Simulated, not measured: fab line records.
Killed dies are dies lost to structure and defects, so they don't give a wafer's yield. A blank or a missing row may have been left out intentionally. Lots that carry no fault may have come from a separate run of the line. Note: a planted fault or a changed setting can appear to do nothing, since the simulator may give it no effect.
2 desks, one fault + flow n5Finfet + each desk has only its own numbers; what lay behind them comes last

## FOR THE TOOL OWNER'S DESK: pecvd-01
The tool's own readings at N5_BEOL_M12_ILD_DEP_00 (deposits SiOC from DEMS/O2, target thk 658.92 nm, time 130.7 s): means of the sampled wafers that have a number, for each lot that ran on this tool. A lot is out of limits, marked OUT, if its mean lies more than 4 standard deviations from the usual mean; the brackets give that distance.
Columns: A = heaterPowerW at N5_BEOL_M12_ILD_DEP_00, usual 491 W; B = showerheadPlenumPTorr at N5_BEOL_M12_ILD_DEP_00, usual 5.687 Torr; C = susceptorTempC at N5_BEOL_M12_ILD_DEP_00, usual 350.04 C; D = throttleValvePct at N5_BEOL_M12_ILD_DEP_00, usual 11.9 %
| lot  | first seen here | A   | B     | C      | D    |
|------|-----------------|-----|-------|--------|------|
| L475 | day 14 04:31    | 525 | 5.686 | 350.08 | 12.5 |
| L483 | day 15 23:21    | 528 | 5.691 | 350.06 | 12.0 |
| L482 | day 16 13:28    | 558 | 5.701 | 350.13 | 11.9 |
| L486 | day 16 22:35    | 506 | 5.689 | 350.02 | 12.0 |
This desk's verdict: no lot among the 4 shows anything out of limits.

## METROLOGY DESK
What the gauges read, lot by lot, whatever tool the lot ran on: means of the sampled wafers that have a number. A lot is out of limits, marked OUT, if its mean lies more than 4 standard deviations from the usual mean; the brackets give that distance.
Columns: A = cdNm at N5_BEOL_M11_CD_MEAS_28, usual 69.5 nm; B = M12_ILD_THK at N5_BEOL_M12_THK_MEAS_01, usual 657 nm
| lot  | first seen here | A    | B   |
|------|-----------------|------|-----|
| L473 | day 13 03:11    | 70.4 | 665 |
| L475 | day 14 01:41    | 70.5 | 651 |
| L478 | day 14 13:14    | 69.7 | 667 |
| L479 | day 14 16:19    | 69.6 | 669 |
| L483 | day 15 20:19    | 70.5 | 654 |
| L482 | day 16 10:16    | 68.9 | 677 |
| L486 | day 16 18:16    | 67.5 | 682 |
| L490 | day 18 13:59    | 70.5 | 661 |
| L494 | day 19 00:13    | 69.5 | 652 |
This desk's verdict: no lot among the 9 shows anything out of limits.

## BROUGHT TOGETHER
The desk of the tool owner found nothing out of limits.
At the metrology desk, nothing out of limits was observed.

## WHAT WAS PUT IN BY THE SIMULATOR
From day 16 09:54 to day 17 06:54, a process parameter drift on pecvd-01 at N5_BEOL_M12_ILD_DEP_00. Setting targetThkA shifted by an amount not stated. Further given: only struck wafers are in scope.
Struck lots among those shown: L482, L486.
